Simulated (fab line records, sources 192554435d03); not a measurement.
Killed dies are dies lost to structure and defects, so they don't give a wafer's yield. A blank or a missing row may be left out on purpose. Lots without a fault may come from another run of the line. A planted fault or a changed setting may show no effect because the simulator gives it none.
Problem report in the 8D (eight disciplines) form, filled by code | flow n5_finfet | the parts of the form that need people (team, actions taken, sign-off) are left out
Where a reading is given only as a bound, like >300, the bound stands for it, and a mean or a difference that rests on one is marked > or <: the true number lies beyond.

1. THE PROBLEM
raw_defect_count at N5_WELL_APT_INSPECT_27 reads a mean of >300 on 1 wafer of 1 lot; wafers without a fault read 2.0 with a standard deviation of 1.4. That is +99 or more standard deviations from the usual mean.
The step: inspects for defects (macro).
First seen on wafer L459.2, day 7 02:46, on defect_inspect-01. The record holds 27 wafers of 9 lots with a number at this step. Rule for "out", or "out of limits": more than 4 standard deviations from the usual mean. The other wafers with a number count as sound.

2. WHAT IT IS AND WHAT IT IS NOT
question                    | is                | is not
which readings at this step | raw_defect_count  | -
which lots                  | L459              | L439, L441, L443, L446, L448, L450, L453, L455
which wafers of those lots  | L459.2            | L459.1, L459.3
read on which gauges        | defect_inspect-01 | defect_inspect-02
when                        | from day 7 02:46  | up to then (26 sound wafers)

3. SUSPECTS, AND WHAT RULES EACH OUT
Counting: a tool at a process step up to the reading stays a suspect if it ran every lot that is out. Sound lots after the first of them don't rule it out here, since some wafers of a struck lot are sound.
- the gauge at N5_WELL_APT_INSPECT_27: ruled out. All the wafers that are out were read on defect_inspect-01, but those of them that N5_WELL_APT_INSPECT_38 has rows for are out there too, on other tools.
- plasma_asher-01 at N5_ZERO_LAYER_STRIP_24 (strips in O2): kept. It ran the lot that is out, L459 (day 7 00:55); its last sound lot up to then is L453 (day 5 13:04).
- wet_bench-01 at N5_WELL_APT_STRIP_16 (strips in SPM, time 900 s): kept. It ran the lot that is out, L459 (day 7 02:09); its last sound lot up to then is L455 (day 6 02:22).
- Within plasma_asher-01 at N5_ZERO_LAYER_STRIP_24: the wafers that are out ran in chamber 1; their sound lot-mates ran in chamber 0.
Left after counting: plasma_asher-01 at N5_ZERO_LAYER_STRIP_24, wet_bench-01 at N5_WELL_APT_STRIP_16.

4. THE CAUSE (what the simulator had put in)
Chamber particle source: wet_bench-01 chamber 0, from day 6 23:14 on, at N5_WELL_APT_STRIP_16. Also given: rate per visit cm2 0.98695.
Counting left 2 suspects, and this tool is among them.

5. THE CHAIN OF EFFECTS, in route order
Each row: a reading whose mean over the struck wafers that have a number lies more than 3 standard deviations from the usual. Only readings for which the record gives a usual standard deviation are gone through. hours: the time from each lot's start at the first step in this table that gives one to its start at this step, as a median over the lots. sigmas: the change in usual standard deviations.
hours | step                    | reading              | usual  | on struck wafers | change | sigmas
0     | N5_WELL_APT_INSPECT_27  | raw_defect_count     | 2.0    | >300             | >+298  | +99 or more
2     | N5_WELL_APT_INSPECT_38  | raw_defect_count     | 14     | 624              | +610   | +99 or more
294   | N5_PASSIVATION_PROBE_49 | defect_limited_yield | 91.0 % | 80.8             | -10.2  | -6.8
294   | N5_PASSIVATION_PROBE_49 | killed_at_front_end  | 39     | 160              | +121   | +11
294   | N5_PASSIVATION_PROBE_49 | killed_dies          | 106    | 226              | +120   | +7.1
294   | N5_PASSIVATION_PROBE_49 | killed_on_rim        | 13     | 30               | +17    | +4.0
294   | N5_PASSIVATION_PROBE_49 | sort_bin_5_function  | 5.3 %  | 10.8             | +5.5   | +5.5
294   | N5_PASSIVATION_PROBE_49 | sort_bin_6_memory    | 3.3 %  | 5.8              | +2.5   | +3.7
294   | N5_PASSIVATION_PROBE_49 | sort_n_pass          | 1074   | 954              | -120   | -7.1
294   | N5_PASSIVATION_PROBE_49 | sort_yield_pct       | 91.0 % | 80.8             | -10.2  | -6.8
The process steps in it:
- N5_PASSIVATION_PROBE_49
Later measuring or inspecting steps at which every struck wafer that the step has a row for has a number for every such reading, and none has moved that far: N5_BEOL_M4_RC_MEAS_101.

6. WHAT WOULD HAVE CAUGHT IT SOONER
In this record the first reading out of limits at a measuring or inspecting step was taken at day 7 02:46, 4 hours after the fault began at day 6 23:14.
All the lots that are out (1) had begun N5_WELL_APT_STRIP_16 on wet_bench-01 by day 7 02:46. A hold on the tool at that time would have spared none of them.
